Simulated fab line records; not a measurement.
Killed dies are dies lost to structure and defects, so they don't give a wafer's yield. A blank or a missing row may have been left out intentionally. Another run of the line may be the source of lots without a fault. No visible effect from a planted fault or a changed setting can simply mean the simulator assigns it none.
Split-lot experiment	flow n5_finfet	7 lots, 39 wafers read, on a route of 1938 steps

ON THE SPLIT
At N5_ZERO_LAYER_PECVD_02 (deposits SiO2 from SiH4/N2O, target thk 10 nm, time 6 s), the setting time_s was moved away from the recipe's 6 s on 12 of the 39 wafers read, by -35.5% to +47.2%. The other wafers ran this setting at the recipe's value.

The reading is taken at the split's own step.

THE READING
SiO2_of_ZERO_LAYER_PECVD_02.thk_nm (the simulator's own value, which no gauge read), in nm, at N5_ZERO_LAYER_PECVD_02 (deposits SiO2 from SiH4/N2O, target thk 10 nm, time 6 s). The file does not state a usual value for it. The 27 wafers here that ran the recipe average 9.914 nm, standard deviation 0.13 nm.

wafer	tool, chamber at the split	time_s as run, s	against the recipe	SiO2_of_ZERO_LAYER_PECVD_02.thk_nm, nm	against lot-mates on the recipe
L076.1	pecvd-04, 1	6	recipe	9.697	-
L076.2	pecvd-04, 0	4.196	-30.1%	7.099	-2.760
L076.3	pecvd-04, 0	4.196	-30.1%	7.09	-2.769
L076.4	pecvd-04, 1	6	recipe	9.91	-
L076.5	pecvd-04, 1	6	recipe	9.969	-
L076.6	pecvd-04, 0	4.196	-30.1%	7.105	-2.754
L078.1	pecvd-03, 1	6	recipe	9.719	-
L078.2	pecvd-03, 2	6	recipe	9.873	-
L078.3	pecvd-03, 0	6	recipe	9.801	-
L078.4	pecvd-03, 2	3.868	-35.5%	6.321	-3.477
L078.5	pecvd-03, 1	3.868	-35.5%	6.393	-3.405
L078.6	pecvd-03, 0	3.868	-35.5%	6.354	-3.444
L085.1	pecvd-04, 0	8.831	+47.2%	14.75	+4.827
L085.6	pecvd-04, 0	8.831	+47.2%	14.75	+4.827
L085.2	pecvd-04, 1	8.831	+47.2%	14.42	+4.497
L085.3	pecvd-04, 2	6	recipe	9.886	-
L085.4	pecvd-04, 1	6	recipe	9.992	-
L085.5	pecvd-04, 2	6	recipe	9.892	-
L090.1	pecvd-01, 2	6	recipe	9.792	-
L090.2	pecvd-01, 1	6	recipe	9.661	-
L090.3	pecvd-01, 2	6	recipe	9.887	-
L090.4	pecvd-01, 1	6	recipe	9.834	-
L090.5	pecvd-01, 1	6	recipe	9.851	-
L090.6	pecvd-01, 2	6	recipe	9.998	-
L091.2	pecvd-04, 1	6	recipe	9.83	-
L091.5	pecvd-04, 2	6	recipe	10.09	-
L091.6	pecvd-04, 1	6	recipe	10.05	-
L092.1	pecvd-01, 1	8.423	+40.4%	13.97	+3.927
L092.2	pecvd-01, 2	8.423	+40.4%	13.86	+3.817
L092.3	pecvd-01, 1	6	recipe	10	-
L092.4	pecvd-01, 2	6	recipe	10.07	-
L092.5	pecvd-01, 2	6	recipe	10.06	-
L092.6	pecvd-01, 1	8.423	+40.4%	14.04	+3.997
L097.1	pecvd-03, 0	6	recipe	9.81	-
L097.2	pecvd-03, 1	6	recipe	9.74	-
L097.3	pecvd-03, 2	6	recipe	10.04	-
L097.4	pecvd-03, 1	6	recipe	9.975	-
L097.5	pecvd-03, 0	6	recipe	10	-
L097.6	pecvd-03, 2	6	recipe	10.24	-

THE FIT
A straight line over all 39 wafers: SiO2_of_ZERO_LAYER_PECVD_02.thk_nm changes by +0.0991 nm for each +1% of time_s; r = +1.00; the points scatter about the line by 0.13 nm.
The same after taking each lot's own level away (the mean of its wafers on the recipe; 39 wafers): +0.0972 nm for each +1%; r = +1.00; scatter 0.12 nm.
That fit puts the effect of the largest move of time_s on the reading at 4.6 nm.
Measured against the standard deviation above, the lots' own levels, which go from 9.7977 to 10.0433 nm, span 1.8 times it.
So the lot-to-lot level changes the slope little: the two slopes agree.
Check: +4.57 nm against its lot-mates is what the line predicts for one of the wafers moved furthest among these (+47.2%) when that wafer is left out of the fit. Against them it came out at +4.83 nm.

THE FILE'S OWN FIT
SiO2_of_ZERO_LAYER_PECVD_02.thk_nm changes by +0.0973 nm for each +1% of time_s, r = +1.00.
